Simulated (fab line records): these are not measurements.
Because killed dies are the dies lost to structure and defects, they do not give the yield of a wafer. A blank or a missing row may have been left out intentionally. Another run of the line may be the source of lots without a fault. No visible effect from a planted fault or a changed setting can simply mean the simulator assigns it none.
Lot-split experiment | flow n5 finfet | on a route of 1938 steps: 7 lots, 21 wafers read

== ON THE SPLIT ==
At N5_BEOL_M9_HM_DEP_02 (deposits TiN, target thk 20 nm), the setting target thk a was moved away from the recipe's 200 angstrom on 11 of the 21 wafers read, by -10.5% to +7.6%. All remaining wafers had this setting at the recipe value.

== FROM THE SPLIT TO THE READING: what the file shows between them, 4 steps ==
- N5_BEOL_M9_COAT_59: time 60 s, resist thk 100 nm
- N5_BEOL_M9_COAT_60: time 60 s, resist thk 30 nm
- N5_BEOL_M9_STRIP_68: strips in N2/H2
- N5_BEOL_M9_STRIP_67: strips in CF4

== THE READING ==
etch.depth nm (the simulator's own value, which no gauge read), in nm, at N5_BEOL_M9_HM_OPEN_17 (chemistry Cl2/BCl3, target TiN, target depth 20 nm, overetch 6 nm). The file gives no usual value for it. The 10 wafers here that ran the recipe average 20.36 nm, standard deviation 0.22 nm.

wafer  | tool, chamber at the split | target thk a as run, angstrom | against the recipe | etch.depth nm, nm | against lot-mates on the recipe
L080.2 | pvd sputter-02, -          | 200                           | recipe             | 20.21             | -
L080.3 | pvd sputter-02, -          | 187.7                         | -6.2%              | 19.24             | -1.11
L080.4 | pvd sputter-02, -          | 200                           | recipe             | 20.49             | -
L078.2 | pvd sputter-03, -          | 179.1                         | -10.5%             | 17.52             | no lot-mate on the recipe
L078.4 | pvd sputter-03, -          | 179.1                         | -10.5%             | 18.05             | no lot-mate on the recipe
L078.5 | pvd sputter-03, -          | 179.1                         | -10.5%             | 18.02             | no lot-mate on the recipe
L083.1 | pvd sputter-01, -          | 189.2                         | -5.4%              | 18.98             | -1.49
L083.3 | pvd sputter-01, -          | 200                           | recipe             | 20.47             | -
L083.6 | pvd sputter-01, -          | 189.2                         | -5.4%              | 18.5              | -1.97
L086.1 | pvd sputter-03, -          | 181.5                         | -9.3%              | 18.63             | -2.02
L086.5 | pvd sputter-03, -          | 181.5                         | -9.3%              | 17.95             | -2.70
L086.6 | pvd sputter-03, -          | 200                           | recipe             | 20.65             | -
L089.1 | pvd sputter-02, -          | 200                           | recipe             | 20.49             | -
L089.3 | pvd sputter-02, -          | 200                           | recipe             | 20.55             | -
L089.6 | pvd sputter-02, -          | 179.2                         | -10.4%             | 18.04             | -2.48
L094.2 | pvd sputter-02, -          | 215.2                         | +7.6%              | 21.77             | +1.40
L094.4 | pvd sputter-02, -          | 200                           | recipe             | 20.37             | -
L094.6 | pvd sputter-02, -          | 215.2                         | +7.6%              | 21.64             | +1.27
L092.2 | pvd sputter-03, -          | 200                           | recipe             | 20.23             | -
L092.3 | pvd sputter-03, -          | 200                           | recipe             | 20.23             | -
L092.6 | pvd sputter-03, -          | 200                           | recipe             | 19.87             | -

THE FIT
A straight line over all 21 wafers: etch.depth nm changes by +0.219 nm for each +1% of target thk a; r = +0.98; the points scatter about the line by 0.29 nm.
The same after taking each lot's own level away (the mean of its wafers on the recipe; 18 wafers): +0.227 nm for each +1%; r = +0.97; scatter 0.28 nm.
The reading moves by 2.4 nm for the largest change in target thk a, on that fit.
Measured against the standard deviation above, the lots' own levels, which go from 20.110 to 20.650 nm, span 2.5 times it.
Hence the lot-to-lot level has little effect on the slope; both slopes agree.
Check: -2.48 nm against its lot-mates is what the line predicts for one of the wafers moved furthest among these (-10.4%) when that wafer is left out of the fit. Against them it came out at -2.48 nm.

== OTHER SPLITS APPLIED TO THESE WAFERS ==
These wafers also went through other splits before the reading. Each is held against what the fit with the lots' levels taken away leaves over:
other split on the same wafers | wafers away from the commonest value | r with etch.depth nm (lot level and that fit taken away)
N5_BEOL_M6_EXPOSE_25 dose mj   | 4                                    | -0.09
N5_BEOL_M7_PECVD_70 time s     | 9                                    | +0.15
N5_BEOL_M7_COAT_05 spin rpm    | 6                                    | +0.01
N5_BEOL_M8_COAT_59 spin rpm    | 8                                    | -0.21
N5_BEOL_M9_PECVD_70 time s     | 10                                   | -0.10

== THE WHOLE CHAIN: every reading that the file lists as answering this split, in the file's order ==
step                  | what it does                                                      | reading                                                                          | change (the file's fit)               | r (the file's)
N5_BEOL_M9_HM_DEP_02  | deposits TiN, target thk 20 nm                                    | TiN_of_BEOL_M9_HM_DEP_02.thk nm (the simulator's own value, which no gauge read) | +0.228 nm for each +1% of the setting | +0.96
N5_BEOL_M9_HM_OPEN_17 | chemistry Cl2/BCl3, target TiN, target depth 20 nm, overetch 6 nm | etch.depth nm (the simulator's own value, which no gauge read)                   | +0.232 nm for each +1% of the setting | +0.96

== FILE'S OWN FIT ==
etch.depth nm changes by +0.232 nm for each +1% of target thk a, r = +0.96.
